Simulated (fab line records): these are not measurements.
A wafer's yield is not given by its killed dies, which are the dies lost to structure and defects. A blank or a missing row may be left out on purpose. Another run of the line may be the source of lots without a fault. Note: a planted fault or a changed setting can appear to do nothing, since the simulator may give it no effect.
Struck lot and sound lot, side by side || flow n5Finfet || 24 out of 1938 route steps
Sound: the wafers L749.1, L749.4, L749.5. Struck: wafer L753.4 (left out: L753.1, L753.6 of the same lot, which were not struck); the cause appears at the end.
Each step with rows lists, per side, the tool, then ch with its chambers, then its first start. Under that, the readings that differ: sound wafers || struck wafers || difference of the means || sigmas: that difference in standard deviations of wafers without a fault.
alike: words and numbers the same on both sides, and readings whose means are apart by under 2 such deviations; not compared: readings that were withheld, readings missing a value for some wafer, numbers with overlapping values and no deviation given by the record, and bounds like >300 which may hide the same value.
Wherever a step has rows on one side only, a row that says differs or no value, or a row with sigmas, the two part there. When numbers do not overlap yet have no deviation, they are printed without sigmas and do not part them. A reading missing from all wafers of one side parts the sides only when that side holds two or more wafers.

first, 11 steps without rows for these wafers: N5_BEOL_M6_ETCH_62 (etches SOC in N2/H2, target depth 110 nm, overetch 22 nm, time 165 s); N5_BEOL_M6_STRIP_68 (strips in N2/H2); N5_BEOL_M6_STRIP_67 (strips in CF4); N5_BEOL_M6_HM_OPEN_17 (chemistry Cl2/BCl3, target TiN, target depth 20 nm, overetch 6 nm); N5_BEOL_M6_STRIP_19 (strips in O2); N5_BEOL_M6_COAT_63 (time 60 s, resist thk 60 nm); N5_BEOL_M6_COAT_64 (time 60 s, resist thk 12 nm); N5_BEOL_M6_COAT_71 (time 60 s, resist thk 5 nm); N5_BEOL_M6_COAT_22 (resist thk 30 nm); N5_BEOL_M6_EBR_24; N5_BEOL_M6_SOFTBAKE_23 (time 60 s).
N5_BEOL_M6_EXPOSE_25: exposes mask V5, target cd 40 nm.
  sound on euvScanner-01 ch 0, day 10 23:09; struck on euvScanner-01 ch 0, day 12 06:23
  alike: mask
then, 2 steps without rows for these wafers: N5_BEOL_M6_PEB_26 (peb time 60 s); N5_BEOL_M6_DEVELOP_27 (develop time 30 s).
N5_BEOL_M6_CD_MEAS_28 targets a cd of 40 nm.
  sound on cdSem-03 ch 0, day 10 23:17; struck on cdSem-01 ch 0, day 12 06:31
{"reading": "cdNm (nm)", "sound": "40.17 39.77 39.85", "struck": 41.48, "difference": "+1.55", "sigmas": "+6"}
N5_BEOL_M6_DESCUM_33: chemistry O2, time 7 s.
  sound on rieDiel-05 ch 0,3, day 10 23:41; struck on rieDiel-05 ch 1, day 12 06:38
{"reading": "oesProductAu (a.u.)", "sound": "0.83 1.01 1.02", "struck": 0.75, "difference": -0.20, "sigmas": -2}
{"reading": "throttleValvePct (%)", "sound": "20.04 20.02 20.02", "struck": 20.58, "difference": "+0.55", "sigmas": "+2"}
{"reading": "model.BEOL_M6.cdNm (nm)", "sound": "39.8 40 40", "struck": 41.4, "difference": "+1.5", "sigmas": ""}
  alike: drypumpMotorCurrentA, rfVppV, showerheadPlenumPTorr
  not compared: rfHoursCounterH
then, 5 steps without rows for these wafers: N5_BEOL_M6_ETCH_72 (etches underlayer in N2/H2, target depth 6.5 nm, time 5.2 s); N5_BEOL_M6_ETCH_65 (etches SiARC in CF4, target depth 15.6 nm, time 26 s); N5_BEOL_M6_ETCH_66 (etches SOC in N2/H2, target depth 80 nm, overetch 16 nm, time 120 s); N5_BEOL_M6_STRIP_69 (strips in N2/H2); N5_BEOL_M6_STRIP_73 (strips in N2/H2).
N5_BEOL_M6_VIA_ETCH_34: etches SiCOH lowk in C4F6/O2, target depth 126.3 nm, time 50.9 s.
  sound on rieDiel-05 ch 0,3, day 10 23:52; struck on rieDiel-05 ch 1, day 12 06:49
{"reading": "oes_o_777_au (a.u.)", "sound": "0.79 0.99 1.00", "struck": 0.75, "difference": -0.18, "sigmas": -2}
{"reading": "oesProductAu (a.u.)", "sound": "0.83 1.01 1.01", "struck": 0.76, "difference": -0.19, "sigmas": -2}
{"reading": "rfVppV (V)", "sound": "667 667 667", "struck": 690, "difference": "+23", "sigmas": "+2"}
{"reading": "model.BEOL_M6.cdNm (nm)", "sound": "40 39.8 39.8", "struck": 40.8, "difference": "+0.9", "sigmas": ""}
  alike: drypumpMotorCurrentA, showerheadPlenumPTorr, throttleValvePct
  not compared: rfHoursCounterH
then, 1 step without rows for these wafers: N5_BEOL_M6_STRIP_76 (strips in C4F6/O2).
-- the record jumps here: 4 days lie between the struck wafers' starts before and after (it left off in module BEOL_M6 and takes up again in module PASSIVATION, whose first step shown is number 1936 of the route) --
N5_PASSIVATION_PROBE_49:
  sound on prober-01 at day 14 13:29; struck on prober-01 at day 15 22:59
  alike: defectLimitedYield, killed_at_M0_to_M3, killed_at_M4_up, killedAtContacts, killedAtFrontEnd, killedAtOther, killedDies, killedOpen, killedShort, sort_bin_5_function, sort_bin_6_memory, sort_bin_8_speed, sortNPass

== WHERE THEY PART ==
Last at N5_BEOL_M6_VIA_ETCH_34 as far as this record goes, first at N5_BEOL_M6_CD_MEAS_28. Later steps at which nothing parts them and some readings are alike: N5_PASSIVATION_PROBE_49.

WHY: what the simulator had put in
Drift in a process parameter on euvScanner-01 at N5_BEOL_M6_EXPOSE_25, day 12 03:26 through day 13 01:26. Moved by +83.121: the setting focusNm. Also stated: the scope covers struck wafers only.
